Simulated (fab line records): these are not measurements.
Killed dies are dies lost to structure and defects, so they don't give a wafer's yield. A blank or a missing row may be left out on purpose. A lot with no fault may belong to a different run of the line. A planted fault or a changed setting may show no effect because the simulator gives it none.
Matching of chambers :: flow n5-finfet :: 4 sister chambers for N5_BEOL_M15_ETCH_59 on rie-diel-04
The step etches BARC in N2/H2, target depth 89 nm, overetch 26.7 nm, time 67.9 s. 8 wafers are shown with their chamber, then 8 later ones without.

WAFERS PAIRED WITH THEIR CHAMBERS
wafer: L085.2
chamber: 2
showerhead-plenum-p-Torr (Torr): 2.73
throttle-valve-pct (%): 18.22

wafer: L085.3
chamber: 0
showerhead-plenum-p-Torr (Torr): 2.53
throttle-valve-pct (%): 18.37

wafer: L087.3
chamber: 1
showerhead-plenum-p-Torr (Torr): 2.49
throttle-valve-pct (%): 17.90

wafer: L087.5
chamber: 1
showerhead-plenum-p-Torr (Torr): 2.49
throttle-valve-pct (%): 17.89

wafer: L089.1
chamber: 3
showerhead-plenum-p-Torr (Torr): 2.46
throttle-valve-pct (%): 17.96

wafer: L089.5
chamber: 3
showerhead-plenum-p-Torr (Torr): 2.46
throttle-valve-pct (%): 17.94

wafer: L089.6
chamber: 2
showerhead-plenum-p-Torr (Torr): 2.72
throttle-valve-pct (%): 18.25

wafer: L090.1
chamber: 0
showerhead-plenum-p-Torr (Torr): 2.52
throttle-valve-pct (%): 18.39

WAFERS WITHOUT THEIR CHAMBER
wafer: L090.3
showerhead-plenum-p-Torr (Torr): 2.72
throttle-valve-pct (%): 18.25

wafer: L090.6
showerhead-plenum-p-Torr (Torr): 2.46
throttle-valve-pct (%): 17.94

wafer: L093.1
showerhead-plenum-p-Torr (Torr): 2.49
throttle-valve-pct (%): 17.49

wafer: L093.3
showerhead-plenum-p-Torr (Torr): 2.72
throttle-valve-pct (%): 18.25

wafer: L093.4
showerhead-plenum-p-Torr (Torr): 2.49
throttle-valve-pct (%): 17.49

wafer: L096.3
showerhead-plenum-p-Torr (Torr): 2.72
throttle-valve-pct (%): 18.26

wafer: L096.5
showerhead-plenum-p-Torr (Torr): 2.49
throttle-valve-pct (%): 17.50

wafer: L096.6
showerhead-plenum-p-Torr (Torr): 2.71
throttle-valve-pct (%): 18.27

EACH ONE'S CHAMBER
wafer: L090.3
from the rows above: 2
in truth: 2

wafer: L090.6
from the rows above: 3
in truth: 3

wafer: L093.1
from the rows above: 1
in truth: 1

wafer: L093.3
from the rows above: 2
in truth: 2

wafer: L093.4
from the rows above: 1
in truth: 1

wafer: L096.3
from the rows above: 2
in truth: 2

wafer: L096.5
from the rows above: 1
in truth: 1

wafer: L096.6
from the rows above: 2
in truth: 2
Correctly placed: 8 of 8. From these rows, 0 cannot be placed. Number placed wrongly: 0.
How it was worked out, from the rows above alone: a wafer's distance from a chamber is the root of the sum, over the readings, of the square of ((its reading less the chamber's mean) divided by the reading's scatter). The wafer belongs to the nearest chamber; if the next one is less than 2 further off, it can't be placed. A chamber's mean is the mean of its shown wafers. The scatter: the root of (the sum of the squares of (reading less its chamber's mean) over the shown wafers, divided by (wafers less chambers)).
